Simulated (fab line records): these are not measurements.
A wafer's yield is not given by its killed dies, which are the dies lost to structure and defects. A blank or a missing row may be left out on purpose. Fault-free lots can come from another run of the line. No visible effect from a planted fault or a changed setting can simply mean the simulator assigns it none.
fab line records	flow nand-harc
record lots=24	wafers=72	last-day=33
route steps=1302 shown A_ONON_D1@447 A_CHANNEL_HOLE_D1@472 A_DECK1_JOINT@528 A_ONON_D2@552
lots untouched by any fault: they come from a run of this same line in which no faults occurred
start-h: hours from the record's opening day to when the first of the lot's shown wafers began	wait-h: hours elapsed since this lot's preceding step	" identical to the entry in the row above	L1.1+2: a single row standing in for several wafers	- no value, or no start given	* or withheld: withheld	< > ~ a bound
route shown NAME@n: names a module that has steps shown in the file, with the first one's number in the route	usual: the fault-free wafers' mean and standard deviation	same: alike in all rows	chamber/n: place in a boat	sites: per-site readings	_std_site: the standard deviation of these	_edge_site: outer sites' mean less inner sites'	radius-mm: how far each site lies from the wafer's centre	mask NAME#n: copy n	behind: the most recent tool/chamber to have shaped the wafer	hold: what put the lot on hold/how long, in hours/how the hold closed	device: which transistor (n, p or np) failed to switch	end of line: the route-end tests of the same wafers	a step given without rows: its recipe and nothing more	killed: dies that structure and defects cost at the first sort, which is not the same as the wafer's yield	map: a wafer's dies, x killed, . not, _ none there
set.NAME: the setting as run; set.NAME@STEP: as run at that earlier step	model.NAME: the simulator's own value behind a step, which no gauge read
a sample of lots followed through the steps of the route, with each step as a table and each wafer as a row
services: when a tool's chamber went out of use (start-h, in hours from the record's first day, below 0 if earlier), for how many hours, and the reason
## steps
# step NHARC_A_ONON_D1_THK_MEAS_34
# recipe thk-meas-gauge=ellipsometry
# usual thk-nm=201/3.1
lot.wafer	tool	chamber	start-h	wait-h	thk-nm
L074.1	film-metro-01	-	175.24	-	199
L074.5	"	-	"	"	202
L074.6	"	-	"	"	202
L075.1	film-metro-02	-	185.49	-	197
L075.2	"	-	"	"	197
L075.5	"	-	"	"	202
L076.1	film-metro-01	-	193.50	-	199
L076.3	"	-	"	"	201
L076.5	"	-	"	"	208
L078.1	film-metro-02	-	210.29	-	199
L078.2	"	-	"	"	199
L078.4	"	-	"	"	199
L077.1	film-metro-01	-	210.33	-	201
L077.2	"	-	"	"	203
L077.6	"	-	"	"	204
L079.2	film-metro-02	-	227.64	-	197
L079.3	"	-	"	"	201
L079.4	"	-	"	"	205
L080.2	film-metro-01	-	234.61	-	197
L080.4	"	-	"	"	202
L080.5	"	-	"	"	202
L081.3	film-metro-01	-	243.25	0.3	203
L081.4	"	-	"	"	205
L081.6	"	-	"	"	201
L082.2	film-metro-02	-	252.01	-	198
L082.5	"	-	"	"	202
L082.6	"	-	"	"	205
L083.1	film-metro-01	-	271.17	-	198
L083.5	"	-	"	"	202
L083.6	"	-	"	"	203
L084.1	film-metro-01	-	280.77	-	204
L084.4	"	-	"	"	206
L084.6	"	-	"	"	200
L085.2	film-metro-01	-	287.54	-	204
L085.3	"	-	"	"	197
L085.5	"	-	"	"	206
L086.1	film-metro-02	-	292.89	-	202
L086.2	"	-	"	"	198
L086.3	"	-	"	"	197
L087.3	film-metro-02	-	316.94	-	202
L087.4	"	-	"	"	208
L087.6	"	-	"	"	204
L088.1	film-metro-01	-	316.94	-	199
L088.3	"	-	"	"	203
L088.6	"	-	"	"	204
L089.1	film-metro-02	-	322.54	-	200
L089.4	"	-	"	"	202
L089.6	"	-	"	"	201
L090.1	film-metro-02	-	337.53	-	197
L090.3	"	-	"	"	199
L090.6	"	-	"	"	205
L091.1	film-metro-02	-	337.72	-	200
L091.5	"	-	"	"	201
L091.6	"	-	"	"	201
L092.1	film-metro-02	-	356.46	-	195
L092.3	"	-	"	"	199
L092.4	"	-	"	"	202
L093.2	film-metro-01	-	356.47	-	198
L093.3	"	-	"	"	197
L093.6	"	-	"	"	200
L094.3	film-metro-01	-	380.21	-	203
L094.4	"	-	"	"	203
L094.6	"	-	"	"	204
L095.2	film-metro-01	-	380.35	0.4	196
L095.3	"	-	"	"	199
L095.6	"	-	"	"	201
L096.3	film-metro-02	-	395.52	-	197
L096.4	"	-	"	"	202
L096.6	"	-	"	"	202
L097.1	film-metro-02	-	412.24	-	201
L097.3	"	-	"	"	198
L097.6	"	-	"	"	205
# step NHARC_A_CHANNEL_HOLE_D1_ETCH_20
# recipe bias-v=3000	source-w=withheld	pressure-mtorr=20	time-s=361.9	ar-flow-sccm=375	c4f8-flow-sccm=89.3	o2-flow-sccm=35.7	temp-c=-20	target-depth-a=16000	chemistry=C4F8/O2/Ar
# usual drypump-motor-current-A=5.3/0.62	oes-air-line-au=1.004/0.021	showerhead-plenum-p-Torr=3.66/0.096	throttle-valve-pct=32.156/0.0094
lot.wafer	tool	chamber	start-h	wait-h	drypump-motor-current-A	oes-air-line-au	rf-hours-counter-h	showerhead-plenum-p-Torr	throttle-valve-pct
L074.1	har-etch-02	0	179.49	0.1	4.9	1.005	286	3.60	32.162
L074.6	"	0	"	"	4.8	1.023	-	3.60	32.135
L074.5	"	1	"	"	4.7	1.011	-	3.77	32.147
L075.1	har-etch-01	1	193.36	0.1	6.2	1.023	88	3.59	32.160
L075.2	"	0	"	"	5.6	1.013	88	3.73	32.167
L075.5	"	0	"	"	5.6	1.010	-	3.73	32.149
L076.1	har-etch-02	1	203.69	0.1	4.6	1.033	302	3.76	32.163
L076.3	"	1	"	"	4.7	1.017	-	3.76	32.167
L076.5	"	1	"	"	4.6	1.028	-	3.76	32.157
L078.1	har-etch-02	0	214.62	0.1	4.9	1.010	309	3.59	32.158
L078.2	"	1	"	"	4.7	1.031	309	3.76	32.168
L078.4	"	1	"	"	4.7	1.018	-	3.76	32.156
L077.2	har-etch-01	0	216.93	0.1	5.6	0.978	103	3.72	32.159
L077.1	"	1	"	"	6.2	0.981	103	3.58	32.168
L077.6	"	0	"	"	5.6	1.002	-	3.72	32.155
L079.2	har-etch-01	0	233.87	0.1	5.6	0.973	115	3.71	32.137
L079.4	"	1	"	"	6.2	1.006	-	3.58	32.159
L079.3	"	0	"	"	5.6	0.959	-	3.71	32.141
L080.2	har-etch-02	1	239.17	0.1	4.7	0.984	325	3.75	32.150
L080.4	"	1	"	"	4.7	0.980	-	3.75	32.167
L080.5	"	0	"	"	4.9	1.014	-	3.58	32.158
L081.4	har-etch-01	1	247.53	0.2	6.2	1.013	-	3.58	32.142
L081.3	"	0	"	"	5.6	0.997	-	3.71	32.135
L081.6	"	1	"	"	6.2	1.027	-	3.57	32.148
L082.2	har-etch-02	1	257.40	0.3	4.7	1.021	-	3.75	32.144
L082.5	"	1	"	"	4.7	0.987	-	3.75	32.152
L082.6	"	1	"	"	4.7	1.021	-	3.75	32.175
L083.1	har-etch-02	1	279.81	0.1	4.7	1.014	351	3.74	32.142
L083.5	"	0	"	"	4.9	1.010	-	3.58	32.155
L083.6	"	1	"	"	4.7	1.030	-	3.74	32.157
L084.1	har-etch-01	1	286.07	0.1	6.2	1.008	145	3.56	32.154
L084.4	"	1	"	"	6.2	0.998	-	3.56	32.154
L084.6	"	1	"	"	6.2	1.012	-	3.56	32.164
L085.2	har-etch-02	1	292.63	0.1	4.7	1.019	359	3.73	32.156
L085.3	"	1	"	"	4.7	1.026	-	3.73	32.154
L085.5	"	1	"	"	4.7	0.987	-	3.73	32.152
L086.1	har-etch-01	1	297.16	0.1	6.2	0.972	153	3.56	32.162
L086.2	"	0	"	"	5.6	1.009	153	3.69	32.147
L086.3	"	0	"	"	5.7	1.005	-	3.69	32.143
L087.3	har-etch-02	1	323.45	0.2	4.7	1.007	-	3.72	32.156
L087.4	"	0	"	"	4.8	0.958	-	3.56	32.160
L087.6	"	0	"	"	4.9	1.009	-	3.56	32.160
L088.1	har-etch-01	1	324.67	0.1	6.2	1.003	168	3.55	32.154
L088.3	"	1	"	"	6.2	1.026	-	3.55	32.160
L088.6	"	0	"	"	5.6	1.011	-	3.68	32.155
L089.1	har-etch-02	1	327.52	0.1	4.7	0.962	378	3.72	32.162
L089.4	"	1	"	"	4.7	1.034	-	3.72	32.149
L089.6	"	1	"	"	4.7	0.985	-	3.72	32.140
L090.1	har-etch-01	0	341.78	0.1	5.6	0.969	176	3.68	32.158
L090.3	"	1	"	"	6.2	1.009	-	3.54	32.153
L090.6	"	1	"	"	6.2	0.991	-	3.54	32.177
L091.1	har-etch-02	1	342.28	0.1	4.7	0.969	386	3.72	32.167
L091.6	"	0	"	"	4.9	0.970	-	3.56	32.163
L091.5	"	1	"	"	4.6	0.992	-	3.72	32.168
L093.2	har-etch-01	0	364.41	0.1	5.6	1.014	191	3.67	32.150
L093.3	"	1	"	"	6.2	0.995	-	3.54	32.171
L093.6	"	0	"	"	5.6	0.992	-	3.67	32.149
L092.1	har-etch-01	1	368.55	0.1	6.2	0.993	195	3.53	32.136
L092.3	"	0	"	"	5.6	0.977	-	3.67	32.152
L092.4	"	1	"	"	6.2	0.986	-	3.53	32.172
L094.4	har-etch-01	1	388.01	0.2	6.2	0.993	-	3.53	32.163
L094.3	"	0	"	"	5.6	0.966	-	3.66	32.162
L094.6	"	1	"	"	6.2	1.009	-	3.53	32.147
L095.2	har-etch-01	1	392.12	0.1	6.2	0.991	210	3.53	32.159
L095.3	"	0	"	"	5.6	1.020	-	3.66	32.154
L095.6	"	1	"	"	6.2	0.990	-	3.53	32.138
L096.4	har-etch-02	0	402.62	0.2	4.9	1.022	-	3.93	32.166
L096.3	"	1	"	"	4.7	1.001	-	3.70	32.141
L096.6	"	0	"	"	4.8	1.000	-	3.93	32.136
L097.1	har-etch-02	1	417.30	0.1	4.7	1.002	12	3.70	32.172
L097.3	"	0	"	"	4.9	1.018	-	3.93	32.151
L097.6	"	1	"	"	4.6	1.024	-	3.70	32.158
# step NHARC_A_CHANNEL_HOLE_D1_CD_MEAS_30
# usual cd-nm=90.7/1.9
lot.wafer	tool	chamber	start-h	wait-h	cd-nm
L074.1	cd-sem-02	-	184.97	-	93.6
L074.5	"	-	"	"	92.3
L074.6	"	-	"	"	93.2
L075.1	cd-sem-02	-	198.79	-	93.5
L075.2	"	-	"	"	94.0
L075.5	"	-	"	"	92.0
L076.1	cd-sem-02	-	209.07	-	90.1
L076.3	"	-	"	"	89.3
L076.5	"	-	"	"	92.8
L078.1	cd-sem-01	-	220.10	-	88.3
L078.2	"	-	"	"	91.1
L078.4	"	-	"	"	95.1
L077.1	cd-sem-02	-	222.36	-	90.1
L077.2	"	-	"	"	92.2
L077.6	"	-	"	"	88.7
L079.2	cd-sem-03	-	239.53	-	90.3
L079.3	"	-	"	"	91.7
L079.4	"	-	"	"	88.1
L080.2	cd-sem-01	-	244.56	-	91.1
L080.4	"	-	"	"	87.4
L080.5	"	-	"	"	88.5
L081.3	cd-sem-02	-	252.85	-	88.9
L081.4	"	-	"	"	94.3
L081.6	"	-	"	"	89.1
L082.2	cd-sem-03	-	266.75	-	92.7
L082.5	"	-	"	"	92.1
L082.6	"	-	"	"	90.4
L083.1	cd-sem-01	-	285.15	-	92.1
L083.5	"	-	"	"	94.4
L083.6	"	-	"	"	88.5
L084.1	cd-sem-03	-	291.48	-	90.0
L084.4	"	-	"	"	89.5
L084.6	"	-	"	"	91.9
L085.2	cd-sem-03	-	298.04	-	88.1
L085.3	"	-	"	"	90.4
L085.5	"	-	"	"	87.7
L086.1	cd-sem-02	-	302.55	-	87.3
L086.2	"	-	"	"	92.4
L086.3	"	-	"	"	85.6
L087.3	cd-sem-02	-	328.77	-	91.0
L087.4	"	-	"	"	94.1
L087.6	"	-	"	"	92.7
L088.1	cd-sem-01	-	330.11	-	89.1
L088.3	"	-	"	"	88.1
L088.6	"	-	"	"	90.8
L089.1	cd-sem-03	-	332.94	-	94.0
L089.4	"	-	"	"	91.0
L089.6	"	-	"	"	89.4
L090.1	cd-sem-02	-	347.18	-	91.6
L090.3	"	-	"	"	87.1
L090.6	"	-	"	"	88.3
L091.1	cd-sem-02	-	347.63	-	92.1
L091.5	"	-	"	"	90.5
L091.6	"	-	"	"	91.6
L093.2	cd-sem-02	-	369.74	-	87.2
L093.3	"	-	"	"	90.4
L093.6	"	-	"	"	93.9
L092.1	cd-sem-03	-	373.89	-	85.5
L092.3	"	-	"	"	90.0
L092.4	"	-	"	"	92.8
L094.3	cd-sem-01	-	393.32	-	90.8
L094.4	"	-	"	"	90.7
L094.6	"	-	"	"	92.2
L095.2	cd-sem-01	-	397.48	-	90.3
L095.3	"	-	"	"	91.9
L095.6	"	-	"	"	88.2
L096.3	cd-sem-01	-	407.93	-	91.4
L096.4	"	-	"	"	90.4
L096.6	"	-	"	"	90.6
L097.1	cd-sem-01	-	422.65	-	88.7
L097.3	"	-	"	"	89.3
L097.6	"	-	"	"	92.4
# step NHARC_A_DECK1_JOINT_THK_MEAS_14
# recipe thk-meas-gauge=ellipsometry
# usual thk-nm=50.8/1.8
lot.wafer	tool	chamber	start-h	wait-h	thk-nm
L074.1	film-metro-01	-	243.88	0.2	52.2
L074.5	"	-	"	"	47.3
L074.6	"	-	"	"	50.7
L075.1	film-metro-01	-	258.53	0.2	53.0
L075.2	"	-	"	"	53.2
L075.5	"	-	"	"	53.3
L076.1	film-metro-01	-	272.18	0.2	50.6
L076.3	"	-	"	"	51.5
L076.5	"	-	"	"	50.7
L078.1	film-metro-02	-	278.66	0.2	49.9
L078.2	"	-	"	"	54.0
L078.4	"	-	"	"	53.1
L077.1	film-metro-02	-	289.64	0.2	49.9
L077.2	"	-	"	"	51.2
L077.6	"	-	"	"	50.2
L079.2	film-metro-01	-	299.00	0.2	52.4
L079.3	"	-	"	"	56.2
L079.4	"	-	"	"	50.2
L080.2	film-metro-01	-	305.89	0.2	52.5
L080.4	"	-	"	"	50.6
L080.5	"	-	"	"	52.7
L081.3	film-metro-02	-	311.39	0.2	49.9
L081.4	"	-	"	"	51.9
L081.6	"	-	"	"	50.3
L082.2	film-metro-01	-	326.33	0.2	48.5
L082.5	"	-	"	"	50.4
L082.6	"	-	"	"	50.8
L083.1	film-metro-02	-	349.35	0.2	52.6
L083.5	"	-	"	"	53.0
L083.6	"	-	"	"	51.5
L084.1	film-metro-01	-	349.35	0.2	48.4
L084.4	"	-	"	"	47.2
L084.6	"	-	"	"	50.0
L085.2	film-metro-01	-	360.12	0.2	51.6
L085.3	"	-	"	"	50.6
L085.5	"	-	"	"	50.9
L086.1	film-metro-02	-	360.12	0.2	50.5
L086.2	"	-	"	"	50.7
L086.3	"	-	"	"	52.3
L087.3	film-metro-02	-	390.94	0.2	51.9
L087.4	"	-	"	"	51.8
L087.6	"	-	"	"	47.8
L088.1	film-metro-02	-	390.94	0.2	50.1
L088.3	"	-	"	"	49.6
L088.6	"	-	"	"	48.9
L089.1	film-metro-01	-	390.99	0.2	50.8
L089.4	"	-	"	"	50.2
L089.6	"	-	"	"	50.8
L091.1	film-metro-02	-	407.06	0.2	48.5
L091.5	"	-	"	"	50.5
L091.6	"	-	"	"	47.6
L090.1	film-metro-01	-	407.06	0.2	51.5
L090.3	"	-	"	"	49.7
L090.6	"	-	"	"	52.7
L092.1	film-metro-02	-	435.05	0.2	52.1
L092.3	"	-	"	"	49.4
L092.4	"	-	"	"	53.2
L093.2	film-metro-01	-	435.07	0.2	49.1
L093.3	"	-	"	"	51.4
L093.6	"	-	"	"	49.4
L094.3	film-metro-01	-	453.59	0.2	50.1
L094.4	"	-	"	"	51.1
L094.6	"	-	"	"	51.8
L095.2	film-metro-02	-	456.24	0.2	46.9
L095.3	"	-	"	"	51.0
L095.6	"	-	"	"	50.5
L096.3	film-metro-02	-	468.82	0.2	50.6
L096.4	"	-	"	"	50.6
L096.6	"	-	"	"	49.7
L097.1	film-metro-01	-	481.23	0.2	50.6
L097.3	"	-	"	"	52.3
L097.6	"	-	"	"	53.1
# step NHARC_A_ONON_D2_THK_MEAS_11
# recipe thk-meas-gauge=ellipsometry
# usual thk-nm=1001/7.3
lot.wafer	tool	chamber	start-h	wait-h	thk-nm
L074.1	film-metro-01	-	272.19	-	996
L074.5	"	-	"	"	995
L074.6	"	-	"	"	993
L075.1	film-metro-01	-	284.72	-	993
L075.2	"	-	"	"	994
L075.5	"	-	"	"	993
L076.1	film-metro-02	-	296.96	-	1007
L076.3	"	-	"	"	1006
L076.5	"	-	"	"	1007
L078.1	film-metro-01	-	302.48	-	994
L078.2	"	-	"	"	994
L078.4	"	-	"	"	995
L077.1	film-metro-01	-	321.32	-	1002
L077.2	"	-	"	"	1003
L077.6	"	-	"	"	1003
L080.2	film-metro-01	-	330.24	-	998
L080.4	"	-	"	"	999
L080.5	"	-	"	"	997
L079.2	film-metro-02	-	330.25	-	1004
L079.3	"	-	"	"	1003
L079.4	"	-	"	"	1004
L081.3	film-metro-01	-	340.11	-	1015
L081.4	"	-	"	"	1016
L081.6	"	-	"	"	1015
L082.2	film-metro-02	-	351.56	-	1001
L082.5	"	-	"	"	1000
L082.6	"	-	"	"	1002
L084.1	film-metro-01	-	374.84	-	994
L084.4	"	-	"	"	995
L084.6	"	-	"	"	994
L083.1	film-metro-01	-	374.85	-	987
L083.5	"	-	"	"	992
L083.6	"	-	"	"	988
L086.1	film-metro-01	-	383.01	-	1007
L086.2	"	-	"	"	1006
L086.3	"	-	"	"	1007
L085.2	film-metro-01	-	383.17	-	1016
L085.3	"	-	"	"	1016
L085.5	"	-	"	"	1017
L089.1	film-metro-02	-	418.03	-	997
L089.4	"	-	"	"	996
L089.6	"	-	"	"	996
L088.1	film-metro-01	-	418.17	-	997
L088.3	"	-	"	"	998
L088.6	"	-	"	"	999
L087.3	film-metro-01	-	418.39	-	1005
L087.4	"	-	"	"	1004
L087.6	"	-	"	"	1005
L090.1	film-metro-01	-	437.08	-	1011
L090.3	"	-	"	"	1011
L090.6	"	-	"	"	1010
L091.1	film-metro-02	-	437.33	-	1008
L091.5	"	-	"	"	1007
L091.6	"	-	"	"	1007
L093.2	film-metro-01	-	464.89	-	1002
L093.3	"	-	"	"	1001
L093.6	"	-	"	"	1002
L092.1	film-metro-01	-	465.09	-	1005
L092.3	"	-	"	"	1007
L092.4	"	-	"	"	1004
L095.2	film-metro-01	-	477.51	-	1004
L095.3	"	-	"	"	1006
L095.6	"	-	"	"	1006
L094.3	film-metro-01	-	477.64	-	1004
L094.4	"	-	"	"	1002
L094.6	"	-	"	"	1003
L096.3	film-metro-01	-	494.76	-	987
L096.4	"	-	"	"	988
L096.6	"	-	"	"	990
L097.1	film-metro-01	-	509.20	-	998
L097.3	"	-	"	"	995
L097.6	"	-	"	"	995
# step NHARC_A_ONON_D2_THK_MEAS_14
# recipe thk-meas-gauge=ellipsometry
# usual thk-nm=999/11
lot.wafer	tool	chamber	start-h	wait-h	thk-nm
L074.1	film-metro-01	-	272.76	-	1006
L074.5	"	-	"	"	1007
L074.6	"	-	"	"	1007
L075.1	film-metro-01	-	285.29	-	995
L075.2	"	-	"	"	996
L075.5	"	-	"	"	996
L076.1	film-metro-01	-	297.52	-	1003
L076.3	"	-	"	"	1004
L076.5	"	-	"	"	1007
L078.1	film-metro-02	-	303.04	-	992
L078.2	"	-	"	"	991
L078.4	"	-	"	"	990
L077.1	film-metro-01	-	321.89	-	1016
L077.2	"	-	"	"	1016
L077.6	"	-	"	"	1015
L080.2	film-metro-01	-	330.81	-	992
L080.4	"	-	"	"	994
L080.5	"	-	"	"	994
L079.2	film-metro-02	-	330.82	-	998
L079.3	"	-	"	"	996
L079.4	"	-	"	"	998
L081.3	film-metro-01	-	340.67	-	979
L081.4	"	-	"	"	978
L081.6	"	-	"	"	980
L082.2	film-metro-02	-	352.13	-	1003
L082.5	"	-	"	"	1002
L082.6	"	-	"	"	1002
L084.1	film-metro-01	-	375.41	-	1009
L084.4	"	-	"	"	1008
L084.6	"	-	"	"	1008
L083.1	film-metro-01	-	375.42	-	1010
L083.5	"	-	"	"	1010
L083.6	"	-	"	"	1012
L086.1	film-metro-01	-	383.57	-	996
L086.2	"	-	"	"	996
L086.3	"	-	"	"	995
L085.2	film-metro-01	-	383.84	-	999
L085.3	"	-	"	"	999
L085.5	"	-	"	"	997
L089.1	film-metro-02	-	418.60	-	1002
L089.4	"	-	"	"	1001
L089.6	"	-	"	"	1002
L088.1	film-metro-01	-	418.73	-	988
L088.3	"	-	"	"	987
L088.6	"	-	"	"	989
L087.3	film-metro-02	-	418.95	-	1020
L087.4	"	-	"	"	1021
L087.6	"	-	"	"	1020
L090.1	film-metro-02	-	437.65	-	987
L090.3	"	-	"	"	987
L090.6	"	-	"	"	986
L091.1	film-metro-01	-	437.89	-	1001
L091.5	"	-	"	"	999
L091.6	"	-	"	"	998
L093.2	film-metro-02	-	465.47	-	1016
L093.3	"	-	"	"	1014
L093.6	"	-	"	"	1015
L092.1	film-metro-01	-	465.65	-	1013
L092.3	"	-	"	"	1014
L092.4	"	-	"	"	1014
L095.2	film-metro-02	-	478.08	-	988
L095.3	"	-	"	"	988
L095.6	"	-	"	"	990
L094.3	film-metro-01	-	478.22	-	991
L094.4	"	-	"	"	990
L094.6	"	-	"	"	991
L096.3	film-metro-02	-	495.33	-	987
L096.4	"	-	"	"	988
L096.6	"	-	"	"	989
L097.1	film-metro-02	-	509.77	-	987
L097.3	"	-	"	"	986
L097.6	"	-	"	"	988
## services
tool	chamber	start-h	hours	kind
har-etch-02	0	256.18	-	consumable-replace:focus-ring
har-etch-02	0	256.18	17.0	scheduled-down
har-etch-02	0	256.18	17.0	vent-cycle
har-etch-02	-	377.00	17.0	pm
har-etch-02	0	377.00	17.0	vent-cycle
har-etch-02	1	377.00	17.0	vent-cycle
har-etch-02	0	394.00	-	clean
har-etch-02	0	394.00	-	consumable-replace:showerhead
har-etch-02	1	394.00	-	clean
har-etch-02	1	394.00	-	consumable-replace:focus-ring
## key
fault none
